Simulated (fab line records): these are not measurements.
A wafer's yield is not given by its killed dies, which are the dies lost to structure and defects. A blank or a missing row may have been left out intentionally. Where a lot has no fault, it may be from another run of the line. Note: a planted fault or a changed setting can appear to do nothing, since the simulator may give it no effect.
fab line records	flow n5-finfet
[record] lots = 7	wafers = 39
route steps=1938 shown ZERO_LAYER@4 FIN_SAQP@130 SDB@373 BEOL_M0_SAQP@672 BEOL_M3@977 BEOL_M5@1172
start-h: the number of hours between the record's first day and the start of the first shown wafer of the lot	wait-h: hours elapsed since this lot's preceding step	" same as the row above	L1.1+2: a single row standing in for several wafers	- value missing, or start not given	* or withheld: withheld	< > ~ a bound
route shown NAME@n: NAME is a module with steps in the file, n the number in the route of the first one	usual: average and standard deviation across the fault-free wafers	same: alike in all rows	chamber/n: place in a boat	sites: readings site by site	_std_site: their standard deviation	_edge_site: inner sites' mean taken away from outer sites' mean	radius-mm: how far each site lies from the wafer's centre	mask NAME#n: copy n	behind: the tool/chamber that last shaped the wafer	hold: reason for holding the lot/hours on hold/outcome of the hold	device: whichever transistor did not switch (one of n, p or np)	end of line: the route-end tests of the same wafers	where a step has no rows: the recipe by itself	killed: at the first sort, the dies lost to defects and structure; wafer yield is something else	map: dies across one wafer; x = killed, . = not, _ = none there
set.NAME: the run value of the setting; set.NAME@STEP: its run value at that earlier step	model.NAME: the simulator's own value behind a step, which no gauge read
one table per step and one row per wafer, for lots whose settings were changed on purpose
[[steps]]
[step N5_ZERO_LAYER_PECVD_02]
[recipe] material = SiO2	target-thk-a = 100	temp-c = 400	precursor = SiH4/N2O	pressure-torr = 0.75	rf-w = 275	time-s = 6
lot.wafer	tool	chamber	start-h	wait-h	set.time-s	model.SiO2_of_ZERO_LAYER_PECVD_02.thk-nm
L075.1	pecvd-04	2	18.30	0.0	6	9.793
L075.2	"	0	"	"	6	9.799
L075.6	"	1	"	"	6	10.07
L082.1	pecvd-04	2	60.30	0.0	6	9.863
L082.2	"	0	"	"	6	9.722
L082.3	"	1	"	"	4.727	7.774
L082.4	"	0	"	"	4.727	7.744
L082.5	"	2	"	"	4.727	7.868
L082.6	"	1	"	"	6	9.984
L083.1	pecvd-02	2	66.30	0.0	3.668	6.277
L083.2	"	0	"	"	3.668	6.204
L083.3	"	1	"	"	3.668	6.184
L083.4	"	0	"	"	6	10.31
L083.5	"	2	"	"	6	10.3
L083.6	"	1	"	"	6	10.09
L089.1	pecvd-02	2	102.28	0.0	6	9.913
L089.2	"	1	"	"	3.501	5.717
L089.3	"	0	"	"	3.501	5.863
L089.4	"	0	"	"	3.501	5.953
L089.5	"	2	"	"	6	9.986
L089.6	"	1	"	"	6	10.11
L092.1	pecvd-04	2	120.29	0.0	6	9.742
L092.2	"	1	"	"	8.504	14.01
L092.3	"	0	"	"	8.504	13.81
L092.4	"	2	"	"	6	10.01
L092.5	"	0	"	"	6	10
L092.6	"	1	"	"	8.504	14.42
L096.1	pecvd-03	1	144.28	0.0	2.436	3.986
L096.2	"	2	"	"	6	9.806
L096.3	"	0	"	"	6	10.05
L096.4	"	2	"	"	2.436	4.054
L096.5	"	0	"	"	6	10.13
L096.6	"	1	"	"	2.436	3.956
L097.1	pecvd-04	0	150.28	0.0	6	9.978
L097.2	"	2	"	"	7.872	12.89
L097.3	"	1	"	"	6	9.913
L097.4	"	0	"	"	6	9.945
L097.5	"	1	"	"	7.872	13.11
L097.6	"	2	"	"	7.872	13.03
[step N5_FIN_SAQP_ETCH_65]
[recipe] chemistry = CF4	target = SiO2	target-depth-a = 40	ion-energy-ev = 350	time-s = 4.4	pressure-mtorr = 10	icp-w = 800	bias-w = 400	cf4-flow-sccm = 80
lot.wafer	tool	chamber	start-h	wait-h	set.time-s	model.etch.depth-nm
L075.1	rie-si-04	2	31.62	0.1	4.4	3.989
L075.2	"	3	"	"	4.4	3.956
L075.6	"	1	"	"	4.4	4.119
L082.1	rie-si-03	3	72.41	0.1	2.401	2.152
L082.2	"	1	"	"	4.4	4.017
L082.3	"	2	"	"	4.4	4.071
L082.4	"	0	"	"	2.401	2.2
L082.5	"	1	"	"	2.401	2.195
L082.6	"	2	"	"	4.4	4.08
L083.1	rie-si-02	1	78.43	0.1	4.4	4.005
L083.2	"	2	"	"	5.374	4.947
L083.3	"	3	"	"	4.4	3.959
L083.4	"	0	"	"	5.374	4.921
L083.5	"	0	"	"	4.4	4.003
L083.6	"	1	"	"	5.374	4.885
L089.1	rie-si-02	2	117.28	0.1	4.4	3.981
L089.2	"	0	"	"	4.4	3.947
L089.3	"	3	"	"	4.4	3.924
L089.4	"	2	"	"	4.4	3.991
L089.5	"	3	"	"	4.4	3.949
L089.6	"	0	"	"	4.4	3.954
L092.1	rie-si-02	0	133.31	0.1	4.4	4.027
L092.2	"	1	"	"	6.986	6.35
L092.3	"	2	"	"	4.4	4.071
L092.4	"	3	"	"	4.4	4
L092.5	"	3	"	"	6.986	6.319
L092.6	"	0	"	"	6.986	6.359
L096.1	rie-si-03	2	156.76	0.1	2.238	2.058
L096.2	"	3	"	"	2.238	2.001
L096.3	"	0	"	"	4.4	3.973
L096.4	"	1	"	"	4.4	4.004
L096.5	"	1	"	"	2.238	2.026
L096.6	"	0	"	"	4.4	3.968
L097.1	rie-si-04	3	161.73	0.1	4.4	3.985
L097.2	"	0	"	"	6.889	6.37
L097.3	"	1	"	"	6.889	6.453
L097.4	"	2	"	"	4.4	4.033
L097.5	"	1	"	"	6.889	6.544
L097.6	"	2	"	"	4.4	4.008
[step N5_SDB_ALD_29]
[recipe] material = SiNx	target-thk-a = 300	temp-c = 400	ald-precursor-family = SiH2I2	ald-co-reactant = N2/H2-plasma	pulse-time-s = 1	ald-cycles = 600	purge-time-s = 2	co-reactant-purge-time-s = 2	pressure-torr = 2
lot.wafer	tool	chamber	start-h	wait-h	set.ald-cycles	model.SiNx_of_SDB_ALD_29.thk-nm
L075.1+2+6	ald-sin-04	3,2,0	76.72	0.0	600	29.8
L082.1+4+5	ald-sin-01	2,1,3	118.99	0.0	600	30
L082.2+3	"	3,0	"	"	600	30.2
L082.6	"	2	120.34	1.4	600	29.8
L083.1+2+4	ald-sin-02	3,0,1	121.29	0.2	797	39.8
L083.3+5+6	"	2,2,1	"	"	600	30
L089.1+2+4	ald-sin-04	0,1,3	160.74	0.0	600	30
L089.3+5	"	2,1	"	"	718	36
L089.6	"	0	162.10	1.4	718	35.8
L092.1+4+6	ald-sin-01	0,3,0	174.63	0.0	600	30.2
L092.2+3+5	"	1,2,3	"	"	728	36.4
L096.1+3	ald-sin-01	0,2	203.74	1.0	941	47
L096.2	"	1	"	"	941	46.8
L096.4+5+6	"	3,3,0	"	"	600	30
L097.1+2+3	ald-sin-04	1,3,0	210.31	0.0	600	29.8
L097.4	"	1	211.67	1.4	824	41.2
L097.5+6	"	3,0	"	"	824	41
[step N5_BEOL_M0_SAQP_ETCH_106]
[recipe] chemistry = N2/H2	target = SOC	target-depth-a = 1500	stop-on = SiNx	ion-energy-ev = 100	bias-w = 61	pressure-mtorr = 30	source-w = 850	n2-flow-sccm = 200	h2-flow-sccm = 200
lot.wafer	tool	chamber	start-h	wait-h	set.target-depth-a	model.SOC_of_BEOL_M0_SAQP_COAT_105.thk-nm
L075.1	rie-diel-03	0	127.86	-	1500	23
L075.2	"	2	"	"	1500	25
L075.6	"	2	"	"	1500	25.6
L082.1+5	rie-diel-03	2,1	158.98	-	1500	25
L082.2	"	3	"	"	1500	25.6
L082.3	"	0	"	"	1500	22
L082.4+6	"	1,2	"	"	1500	24.8
L083.1+6	rie-diel-03	1	164.23	-	1500	25.2
L083.2	"	2	"	"	1813	8.8
L083.3	"	3	"	"	1500	25.6
L083.4	"	0	"	"	1813	6.6
L083.5	"	0	"	"	1813	6.2
L089.1	rie-diel-02	3	204.92	-	980.5	47.6
L089.2	"	1	"	"	980.5	49.6
L089.3	"	2	"	"	980.5	50.8
L089.4	"	1	"	"	1500	23.4
L089.5	"	2	"	"	1500	24.2
L089.6	"	3	"	"	1500	19.8
L092.1	rie-diel-03	2	220.04	-	1201	40.6
L092.2	"	3	"	"	1201	38
L092.3	"	1	"	"	1500	26
L092.4	"	0	"	"	1201	38.6
L092.5+6	"	2,1	"	"	1500	25.6
L096.1	rie-diel-02	3	242.96	-	1500	20
L096.2	"	1	"	"	1779	9.8
L096.3	"	2	"	"	1500	24.2
L096.4	"	0	"	"	1500	23.4
L096.5	"	0	"	"	1779	8.8
L096.6	"	1	"	"	1779	9.2
L097.1	rie-diel-06	0	252.98	-	1500	23.4
L097.2	"	1	"	"	1034	46.2
L097.3	"	2	"	"	1500	24.8
L097.4	"	3	"	"	1034	48
L097.5	"	3	"	"	1034	47.6
L097.6	"	0	"	"	1500	22.8
[step N5_BEOL_M0_SAQP_ETCH_107]
[recipe] chemistry = CH3F/O2	target = SiNx	target-depth-a = 300	mask-material = SOC	pressure-mtorr = 30	source-w = 395	bias-w = 73	Ar_flow_sccm = 150	CH3F_flow_sccm = 30	O2_flow_sccm = 20	ion-energy-ev = 120
lot.wafer	tool	chamber	start-h	wait-h	set.target-depth-a@BEOL_M0_SAQP_ETCH_106	model.SOC_of_BEOL_M0_SAQP_COAT_105.thk-nm
L075.1	rie-diel-03	0	127.92	0.0	1500	11.8
L075.2	"	2	"	"	1500	14.2
L075.6	"	2	"	"	1500	15
L082.1+5	rie-diel-03	2,1	159.04	0.0	1500	14.2
L082.2	"	3	"	"	1500	15
L082.3	"	0	"	"	1500	10.8
L082.4+6	"	1,2	"	"	1500	14
L083.1+6	rie-diel-03	1	164.29	0.0	1500	14.4
L083.2+4+5	"	2,0,0	"	"	1813	0
L083.3	"	3	"	"	1500	15
L089.1	rie-diel-02	3	204.98	0.0	980.5	36.4
L089.2	"	1	"	"	980.5	38.8
L089.3	"	2	"	"	980.5	40
L089.4	"	1	"	"	1500	12.6
L089.5	"	2	"	"	1500	13.4
L089.6	"	3	"	"	1500	8.6
L092.1	rie-diel-03	2	220.10	0.0	1201	29.8
L092.2	"	3	"	"	1201	26.8
L092.3	"	1	"	"	1500	15.2
L092.4	"	0	"	"	1201	27.4
L092.5+6	"	2,1	"	"	1500	14.8
L096.1	rie-diel-02	3	243.02	0.0	1500	8.8
L096.2+5+6	"	1,0,1	"	"	1779	0
L096.3	"	2	"	"	1500	13.4
L096.4	"	0	"	"	1500	12.4
L097.1	rie-diel-06	0	253.04	0.0	1500	12.2
L097.2	"	1	"	"	1034	35.2
L097.3	"	2	"	"	1500	14
L097.4	"	3	"	"	1034	37.2
L097.5	"	3	"	"	1034	36.8
L097.6	"	0	"	"	1500	11.8
[step N5_BEOL_M3_VIA_ETCH_34]
[recipe] chemistry = C4F6/O2	target-depth-a = 694	mask-material = SOC	pressure-mtorr = 15	ion-energy-ev = 250	taper-deg = 4	time-s = 65.9	source-w = 350	bias-w = 170	Ar_flow_sccm = 300	C4F6_flow_sccm = 10	O2_flow_sccm = 10
lot.wafer	tool	chamber	start-h	wait-h	set.time-s	model.etch.depth-nm	model.SOC_of_BEOL_M3_COAT_67.thk-nm
L075.1	rie-diel-03	2	159.43	0.0	65.9	68.5	52.2
L075.2	"	3	"	"	65.9	68.43	52.2
L075.6	"	2	"	"	65.9	68.59	52.2
L082.1	rie-diel-02	1	190.65	0.0	103.1	108.7	47
L082.2	"	0	"	"	65.9	69.34	51.8
L082.3	"	3	"	"	65.9	71.36	51.4
L082.4	"	2	"	"	103.1	107	47.4
L082.5	"	2	"	"	65.9	67.59	51.8
L082.6	"	1	"	"	103.1	107.4	47.2
L083.1	rie-diel-02	0	197.35	0.0	65.9	69.5	51.6
L083.2	"	3	"	"	65.9	72.38	51.6
L083.3	"	1	"	"	65.9	69.35	51.8
L083.4	"	2	"	"	65.9	68.58	51.8
L083.5	"	3	"	"	65.9	71.88	51.6
L083.6	"	0	"	"	65.9	69.56	51.8
L089.1	rie-diel-03	2	238.10	0.0	65.9	68.61	52
L089.2	"	1	"	"	30.78	31.97	56.2
L089.3	"	3	"	"	65.9	71.18	52
L089.4	"	0	"	"	30.78	33.04	56.2
L089.5	"	3	"	"	30.78	33.34	56.2
L089.6	"	2	"	"	65.9	68.61	52.2
L092.1	rie-diel-03	2	257.20	0.0	65.9	68.48	51.8
L092.2	"	0	"	"	65.9	70.75	51.8
L092.3	"	3	"	"	65.9	71.68	51.6
L092.4	"	1	"	"	65.9	68.88	52
L092.5	"	0	"	"	65.9	70.23	51.6
L092.6	"	3	"	"	65.9	70.91	51.8
L096.1	rie-diel-06	1	277.23	0.0	65.9	69.67	51.8
L096.2	"	0	"	"	37.43	39.88	55.2
L096.3	"	3	"	"	37.43	38.89	55.4
L096.4	"	2	"	"	65.9	68.64	51.8
L096.5	"	3	"	"	65.9	68.04	51.8
L096.6	"	2	"	"	37.43	39.05	55.2
L097.1	rie-diel-03	3	293.24	0.0	65.9	71.04	51.8
L097.2	"	2	"	"	65.9	67.59	52.2
L097.3	"	0	"	"	65.9	70.31	51.8
L097.4	"	1	"	"	65.9	68.3	52.2
L097.5	"	0	"	"	65.9	70.03	52
L097.6	"	1	"	"	65.9	68.21	52.2
[step N5_BEOL_M5_ALD_86]
[recipe] material = TaN	target-thk-a = *	temp-c = 275	ald-precursor-family = PDMAT	ald-co-reactant = NH3	pressure-torr = 3	carrier-flow-sccm = 1500	pulse-time-s = 2	purge-time-s = 3	co-reactant-purge-time-s = 2	co-reactant-pulse-time-s = 3	ald-cycles = 30	precursor-vessel-temp-c = 75	precursor-vessel-pressure-torr = 26.25	precursor-vessel-carrier-sccm = 1000
lot.wafer	tool	chamber	start-h	wait-h	set.ald-cycles	model.TaN_of_BEOL_M5_ALD_86.thk-nm
L075.1+6	ald-metal-02	0,3	182.17	0.0	30	*
L075.2	"	3	"	"	30	*
L082.1+2+4	ald-metal-03	2,0,3	211.62	0.1	30	*
L082.3+5+6	"	1,1,0	"	"	21	*
L083.1+5+6	ald-metal-04	1,3,2	220.60	0.1	37	*
L083.2+3+4	"	0,3,2	"	"	30	*
L089.1+6	ald-metal-02	1,2	254.77	0.2	30	*
L089.2+3+4	"	3,2,1	"	"	20	*
L089.5	"	3	"	"	30	*
L092.1+2+4+5+6	ald-metal-03	3,1,2,0,3	281.10	0.0	30	*
L092.3	"	0	"	"	30	*
L096.1+2+5	ald-metal-04	3,2,3	301.67	0.0	37	*
L096.3	"	0	"	"	30	*
L096.4+6	"	1,0	"	"	30	*
L097.1+4+5+6	ald-metal-02	1,3,2,3	315.44	0.0	30	*
L097.2+3	"	0,2	"	"	30	*
[[key]]
[split] step = N5_ZERO_LAYER_PECVD_02	setting = time-s	stated = 6	by = wafer
[response] step = N5_ZERO_LAYER_PECVD_02	reading = model.SiO2_of_ZERO_LAYER_PECVD_02.thk-nm	change = +0.1	per = 1%	r = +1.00
[split] step = N5_FIN_SAQP_ETCH_65	setting = time-s	stated = 4.4	by = wafer
[response] step = N5_FIN_SAQP_ETCH_65	reading = model.etch.depth-nm	change = +0.0409	per = 1%	r = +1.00
[split] step = N5_SDB_ALD_29	setting = ald-cycles	stated = 600	by = wafer
[response] step = N5_SDB_ALD_29	reading = model.SiNx_of_SDB_ALD_29.thk-nm	change = +0.299	per = 1%	r = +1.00
[split] step = N5_BEOL_M0_SAQP_ETCH_106	setting = target-depth-a	stated = 1500	by = wafer
[response] step = N5_BEOL_M0_SAQP_ETCH_106	reading = model.SOC_of_BEOL_M0_SAQP_COAT_105.thk-nm	change = -0.764	per = 1%	r = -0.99
[response] step = N5_BEOL_M0_SAQP_ETCH_107	reading = model.SOC_of_BEOL_M0_SAQP_COAT_105.thk-nm	change = -0.732	per = 1%	r = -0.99
[split] step = N5_BEOL_M3_VIA_ETCH_34	setting = time-s	stated = 65.9	by = wafer
[response] step = N5_BEOL_M3_VIA_ETCH_34	reading = model.etch.depth-nm	change = +0.683	per = 1%	r = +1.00
[response] step = N5_BEOL_M3_VIA_ETCH_34	reading = model.SOC_of_BEOL_M3_COAT_67.thk-nm	change = -0.0788	per = 1%	r = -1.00
[split] step = N5_BEOL_M5_ALD_86	setting = ald-cycles	stated = 30	by = wafer
[response] step = N5_BEOL_M5_ALD_86	reading = model.TaN_of_BEOL_M5_ALD_86.thk-nm	change = *	per = 1%	r = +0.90
